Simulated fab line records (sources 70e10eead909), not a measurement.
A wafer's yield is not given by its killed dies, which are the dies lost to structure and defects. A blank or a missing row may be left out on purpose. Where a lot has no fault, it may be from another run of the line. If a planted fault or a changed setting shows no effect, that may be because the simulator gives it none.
Which of the tools did it? || flow nand harc || Sampling: 12 lots, 36 wafers, 2 of 1159 route steps

## WHAT EACH GAUGE READ, for each wafer
NHARC_A_SGD_CUT_CD_MEAS_09 targets a cd of 100 nm.
{"lot": "L074", "measured": "day 14 02:28", "on": "cd sem-01", "cd nm (nm)": "99.8 101.4 100.4"}
{"lot": "L077", "measured": "day 14 13:16", "on": "cd sem-02", "cd nm (nm)": "100.2 99.8 100.8"}
{"lot": "L078", "measured": "day 14 18:11", "on": "cd sem-02", "cd nm (nm)": "99.5 98.6 99.5"}
{"lot": "L081", "measured": "day 15 09:12", "on": "cd sem-01", "cd nm (nm)": "101.9 101.9 100.6"}
{"lot": "L083", "measured": "day 16 03:11", "on": "cd sem-03", "cd nm (nm)": "101.1 100.7 100.6"}
{"lot": "L084", "measured": "day 16 05:09", "on": "cd sem-02", "cd nm (nm)": "99.7 100.6 99.5"}
{"lot": "L088", "measured": "day 17 02:40", "on": "cd sem-01", "cd nm (nm)": "100.9 100.6 101.1"}
{"lot": "L090", "measured": "day 18 08:05", "on": "cd sem-01", "cd nm (nm)": "99.7 100.8 100.3"}
{"lot": "L089", "measured": "day 18 07:46", "on": "cd sem-03", "cd nm (nm)": "100.5 100.2 99.5"}
{"lot": "L093", "measured": "day 18 13:05", "on": "cd sem-01", "cd nm (nm)": "100.1 100.4 101.0"}
{"lot": "L097", "measured": "day 19 00:58", "on": "cd sem-02", "cd nm (nm)": "99.5 98.7 98.6"}
{"lot": "L096", "measured": "day 19 01:26", "on": "cd sem-01", "cd nm (nm)": "99.3 99.3 99.7"}

## WHICH TOOL RAN EACH LOT (tool, then ch and the chambers of the sampled wafers, then the start)
{"lot": "L074", "NHARC_A_STAIRCASE_DEP_301": "pecvd-04 ch 0,1, day 12 03:44"}
{"lot": "L077", "NHARC_A_STAIRCASE_DEP_301": "pecvd-01 ch 0,1,2, day 12 11:23"}
{"lot": "L078", "NHARC_A_STAIRCASE_DEP_301": "pecvd-04 ch 1,2, day 12 19:31"}
{"lot": "L081", "NHARC_A_STAIRCASE_DEP_301": "pecvd-04 ch 0,1,2, day 13 09:01"}
{"lot": "L083", "NHARC_A_STAIRCASE_DEP_301": "pecvd-04 ch 0,2, day 14 02:05"}
{"lot": "L084", "NHARC_A_STAIRCASE_DEP_301": "pecvd-03 ch 0,1,2, day 14 04:01"}
{"lot": "L088", "NHARC_A_STAIRCASE_DEP_301": "pecvd-03 ch 0,2, day 14 21:25"}
{"lot": "L090", "NHARC_A_STAIRCASE_DEP_301": "pecvd-03 ch 1,2, day 16 03:02"}
{"lot": "L089", "NHARC_A_STAIRCASE_DEP_301": "pecvd-01 ch 1,2, day 16 04:50"}
{"lot": "L093", "NHARC_A_STAIRCASE_DEP_301": "pecvd-03 ch 1,2, day 16 10:04"}
{"lot": "L097", "NHARC_A_STAIRCASE_DEP_301": "pecvd-03 ch 0,2, day 17 01:34"}
{"lot": "L096", "NHARC_A_STAIRCASE_DEP_301": "pecvd-01 ch 0,1,2, day 17 04:49"}
- NHARC_A_STAIRCASE_DEP_301: deposits SiON, target thk 30 nm.

## THE ANSWER, worked out from the rows above alone
Rule: what is usual is taken from the lots themselves. The widest of any qualifying gaps counts: lots, ordered by their means at a reading, are off when they make up no more than a third of the lots, leave a main group of 4 or more, and stand apart from it by 3 or more times the standard deviation of that group's means. The tables above print the reading to a certain number of digits; a main group whose means all agree to those digits is not used. A lot without any number at a reading at which 4 lots or more have one is off too. Where the step has rows for the other lots, those lots are counted as sound.
No lot is off on any of the readings shown, so nothing can be concluded from this.

## WHAT WAS PUT IN BY THE SIMULATOR
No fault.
